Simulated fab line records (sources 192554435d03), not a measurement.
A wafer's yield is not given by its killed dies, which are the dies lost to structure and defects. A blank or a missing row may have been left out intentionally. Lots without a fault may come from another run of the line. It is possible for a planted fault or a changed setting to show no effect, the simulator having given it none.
Comparing a struck lot with a sound one    flow n5_finfet    13 out of 1938 route steps
Sound: wafers L760.3, L760.4, L760.6. Struck: wafer L759.1. (L759.3, L759.4 of the same lot were not struck and are left out.) The cause comes at the end.
For every step that has rows: the tool of each side, followed by ch and its chambers, followed by its first start. Under that, the readings that differ: sound wafers    struck wafers    difference of the means    sigmas: that difference in standard deviations of wafers without a fault.
alike: a reading whose means differ by less than 2 such deviations, as well as words and numbers matching on both sides. not compared: withheld readings; readings where some wafer has no value; bounds like >300 that might hide an equal value; numbers whose values overlap and for which the record gives no deviation.
A row with sigmas, a row that says differs or no value, or rows on one side alone: a step with any of these is where the two part. When numbers do not overlap yet have no deviation, they are printed without sigmas and do not part them. A reading missing from all wafers of one side parts the sides only when that side holds two or more wafers.

first, 1 step without rows for these wafers: N5_HKMG_FIN_CMP_94 (polishes, stops on SiNx, t overpolish 4.7 s, target thk 43.299 nm).
N5_HKMG_FIN_INSPECT_28: inspects for defects (darkfield).
  struck on defect_inspect-02, day 9 15:26; sound on defect_inspect-01, day 9 20:37
reading           sound      struck  difference  sigmas
raw_defect_count  62 150 59  35      -55         -3
N5_GATE_CUT_ETCHBACK_00: etches W in SF6/Cl2.
  sound on rie_metal-02 ch 0,1, day 9 20:41; struck on rie_metal-03 ch 0, day 9 15:28
reading                      sound        struck  difference                    sigmas
drypump_motor_current_A (A)  6.4 6.4 6.5  5.0     -1.4                          -2
rf_hours_counter_h (h)       - - -        76      no value on the sound wafers  
  alike: mfc_cl2_sccm, oes_product_au, throttle_valve_pct
N5_GATE_CUT_ETCH_56: etches TiN in Cl2/Ar, target depth 21.6 nm.
  sound on rie_metal-02 ch 0,1, day 9 20:47; struck on rie_metal-03 ch 0, day 9 15:35
reading                      sound        struck  difference                    sigmas
drypump_motor_current_A (A)  6.3 6.4 6.4  4.9     -1.5                          -3
rf_hours_counter_h (h)       - - -        76      no value on the sound wafers  
  alike: mfc_cl2_sccm, oes_ar_750_au, oes_product_au, throttle_valve_pct
N5_GATE_CUT_ETCHBACK_30: etches TiN in Cl2/Ar, target depth 3 nm.
  sound on rie_metal-02 ch 0,1, day 9 20:52; struck on rie_metal-03 ch 0, day 9 15:40
reading                      sound              struck  difference                    sigmas
drypump_motor_current_A (A)  6.3 6.5 6.4        5.0     -1.4                          -2
mfc_cl2_sccm (sccm)          39.83 39.86 39.94  40.12   +0.24                         +2
rf_hours_counter_h (h)       - - -              76      no value on the sound wafers  
  alike: oes_ar_750_au, oes_product_au, throttle_valve_pct
N5_GATE_CUT_VAPOR_ETCH_60: etches HfO2 in BCl3/Cl2.
  sound on rie_metal-02 ch 0,1, day 9 20:53; struck on rie_metal-03 ch 0, day 9 15:42
reading                      sound        struck  difference  sigmas
drypump_motor_current_A (A)  6.3 6.5 6.5  5.0     -1.4        -2
  alike: oes_product_au
N5_GATE_CUT_ETCH_58: etches SiNx in CH3F/O2, target depth 17 nm, time 128.6 s.
  sound on rie_diel-04 ch 0,2, day 9 20:59; struck on rie_diel-03 ch 1, day 9 15:45
reading                 sound  struck  difference                    sigmas
rf_hours_counter_h (h)  - - -  171     no value on the sound wafers  
  alike: CH3F_flow_sccm, drypump_motor_current_A, oes_product_au, rf_vpp_V, showerhead_plenum_p_Torr, throttle_valve_pct
then, 4 steps without rows for these wafers: N5_GATE_CUT_STRIP_59 (strips in N2/H2, time 20 s); N5_GATE_CUT_PRECLEAN_31 (cleans in DIW, time 300 s); N5_GATE_CUT_SRD_32 (time 30 s); N5_GATE_CUT_SAC_CAP_01 (material SiNx, target thk 24 nm, pulse time 1 s, ald cycles 480).
N5_GATE_CUT_PECVD_57: deposits SiNx from SiH4/NH3/N2, target thk 21 nm.
  sound on pecvd-03 ch 0,1,2, day 9 23:41; struck on pecvd-01 ch 0, day 9 18:16
reading                                      sound           struck  difference  sigmas
model.SiNx_of_GATE_CUT_PECVD_57.thk_nm (nm)  20.4 20.8 20.8  31.8    +11.1       
  alike: heater_power_w, showerhead_plenum_p_Torr, throttle_valve_pct
N5_GATE_CUT_CMP_02: polishes, stops on SiO2, t overpolish 12.7 s, target thk 0 nm.
  sound on cmp-04 ch 2,3, day 9 23:46; struck on cmp-04 ch 2, day 9 18:22
reading                 sound           struck  difference  sigmas
time_to_endpoint_s (s)  24.4 22.6 24.0  38.0    +14.3       +6
  alike: motor_current_A

== WHERE THEY PART ==
First at N5_HKMG_FIN_INSPECT_28; last, within this record, at N5_GATE_CUT_CMP_02.

WHY: what had been put in by the simulator
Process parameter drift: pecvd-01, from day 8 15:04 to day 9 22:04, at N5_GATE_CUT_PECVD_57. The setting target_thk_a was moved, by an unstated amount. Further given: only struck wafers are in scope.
